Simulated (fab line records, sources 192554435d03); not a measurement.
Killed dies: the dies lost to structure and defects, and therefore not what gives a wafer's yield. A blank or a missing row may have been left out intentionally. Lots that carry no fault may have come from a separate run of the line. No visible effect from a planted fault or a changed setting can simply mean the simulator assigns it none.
Chamber matching || flow n5-finfet || N5_BEOL_M11_CMP_52 on cmp-03 has 4 sister chambers
The step polishes, stops on SiCOH lowk, t overpolish 7 s, target thk 140 nm. 16 wafers are shown with their chamber, then 8 later ones without.

WAFERS WITH THEIR CHAMBER
{"wafer": "L078.1", "chamber": 3, "motor-current-A (A)": 6.3, "head-pressure-psi (psi)": 1.0036, "time-to-endpoint-s (s)": 68}
{"wafer": "L078.2", "chamber": 1, "motor-current-A (A)": 5.8, "head-pressure-psi (psi)": 1.0003, "time-to-endpoint-s (s)": 65}
{"wafer": "L078.4", "chamber": 0, "motor-current-A (A)": 5.5, "head-pressure-psi (psi)": 1.0011, "time-to-endpoint-s (s)": 70}
{"wafer": "L080.1", "chamber": 3, "motor-current-A (A)": 5.9, "head-pressure-psi (psi)": 0.9998, "time-to-endpoint-s (s)": 67}
{"wafer": "L080.2", "chamber": 0, "motor-current-A (A)": 5.6, "head-pressure-psi (psi)": 0.9969, "time-to-endpoint-s (s)": 70}
{"wafer": "L080.5", "chamber": 0, "motor-current-A (A)": 5.4, "head-pressure-psi (psi)": 0.9983, "time-to-endpoint-s (s)": 72}
{"wafer": "L082.1", "chamber": 3, "motor-current-A (A)": 5.8, "head-pressure-psi (psi)": 0.9993, "time-to-endpoint-s (s)": 66}
{"wafer": "L082.4", "chamber": 0, "motor-current-A (A)": 5.2, "head-pressure-psi (psi)": 1.0016, "time-to-endpoint-s (s)": 72}
{"wafer": "L082.5", "chamber": 2, "motor-current-A (A)": 5.7, "head-pressure-psi (psi)": 0.9971, "time-to-endpoint-s (s)": 65}
{"wafer": "L085.1", "chamber": 2, "motor-current-A (A)": 5.8, "head-pressure-psi (psi)": 0.9976, "time-to-endpoint-s (s)": 68}
{"wafer": "L085.3", "chamber": 1, "motor-current-A (A)": 6.3, "head-pressure-psi (psi)": 1.0007, "time-to-endpoint-s (s)": 66}
{"wafer": "L085.5", "chamber": 1, "motor-current-A (A)": 6.3, "head-pressure-psi (psi)": 1.0006, "time-to-endpoint-s (s)": 66}
{"wafer": "L087.1", "chamber": 0, "motor-current-A (A)": 5.5, "head-pressure-psi (psi)": 0.9991, "time-to-endpoint-s (s)": 66}
{"wafer": "L087.5", "chamber": 0, "motor-current-A (A)": 5.8, "head-pressure-psi (psi)": 1.0006, "time-to-endpoint-s (s)": 68}
{"wafer": "L087.6", "chamber": 1, "motor-current-A (A)": 5.9, "head-pressure-psi (psi)": 0.9992, "time-to-endpoint-s (s)": 64}
{"wafer": "L093.1", "chamber": 0, "motor-current-A (A)": 5.4, "head-pressure-psi (psi)": 0.9972, "time-to-endpoint-s (s)": 66}

SIGNATURES (averages over the wafers above)
{"reading": "motor-current-A", "chamber 0": 5.486, "chamber 1": 6.075, "chamber 2": 5.750, "chamber 3": 6.000, "scatter within a chamber": 0.216}
{"reading": "head-pressure-psi", "chamber 0": 0.999257, "chamber 1": 1.000200, "chamber 2": 0.997350, "chamber 3": 1.000900, "scatter within a chamber": 0.00168}
{"reading": "time-to-endpoint-s", "chamber 0": 69.14, "chamber 1": 65.25, "chamber 2": 66.50, "chamber 3": 67.00, "scatter within a chamber": 2}
Rule: for each reading, subtract the chamber's mean from the wafer's reading, divide by that reading's scatter and square the result; add these up over the readings and take the root, which gives the wafer's distance from the chamber. If the next closest chamber is less than 2 further off than the closest, the wafer can't be placed; otherwise it belongs to the closest. The scatter: the root of (the sum of the squares of (reading less its chamber's mean) over the shown wafers, divided by (wafers less chambers)).

WAFERS WHOSE CHAMBER IS MISSING
{"wafer": "L093.2", "motor-current-A (A)": 6.5, "head-pressure-psi (psi)": 0.9978, "time-to-endpoint-s (s)": 63}
{"wafer": "L093.6", "motor-current-A (A)": 6.3, "head-pressure-psi (psi)": 1.0013, "time-to-endpoint-s (s)": 61}
{"wafer": "L091.2", "motor-current-A (A)": 5.8, "head-pressure-psi (psi)": 1.0019, "time-to-endpoint-s (s)": 64}
{"wafer": "L091.3", "motor-current-A (A)": 6.4, "head-pressure-psi (psi)": 0.9972, "time-to-endpoint-s (s)": 66}
{"wafer": "L091.5", "motor-current-A (A)": 5.5, "head-pressure-psi (psi)": 0.9989, "time-to-endpoint-s (s)": 69}
{"wafer": "L096.1", "motor-current-A (A)": 5.4, "head-pressure-psi (psi)": 0.9986, "time-to-endpoint-s (s)": 65}
{"wafer": "L096.2", "motor-current-A (A)": 6.0, "head-pressure-psi (psi)": 1.0012, "time-to-endpoint-s (s)": 60}
{"wafer": "L096.4", "motor-current-A (A)": 5.4, "head-pressure-psi (psi)": 1.0020, "time-to-endpoint-s (s)": 66}

WHICH CHAMBER EACH WENT THROUGH
{"wafer": "L093.2", "from the rows above": "can't be placed: 1 or 3 or 2", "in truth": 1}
{"wafer": "L093.6", "from the rows above": "can't be placed: 1 or 3 or 2", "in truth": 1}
{"wafer": "L091.2", "from the rows above": "can't be placed: 1 or 3 or 2 or 0", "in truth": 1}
{"wafer": "L091.3", "from the rows above": "can't be placed: 1 or 3 or 2", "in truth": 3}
{"wafer": "L091.5", "from the rows above": "can't be placed: 0 or 2", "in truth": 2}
{"wafer": "L096.1", "from the rows above": "can't be placed: 2 or 0 or 3 or 1", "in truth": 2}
{"wafer": "L096.2", "from the rows above": "can't be placed: 1 or 3 or 2", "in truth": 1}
{"wafer": "L096.4", "from the rows above": "can't be placed: 0 or 3 or 2 or 1", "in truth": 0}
Correctly placed: 0 of 8. Can't be placed from these rows: 8 (the true chamber is among the candidates in 8). 0 placed wrongly.
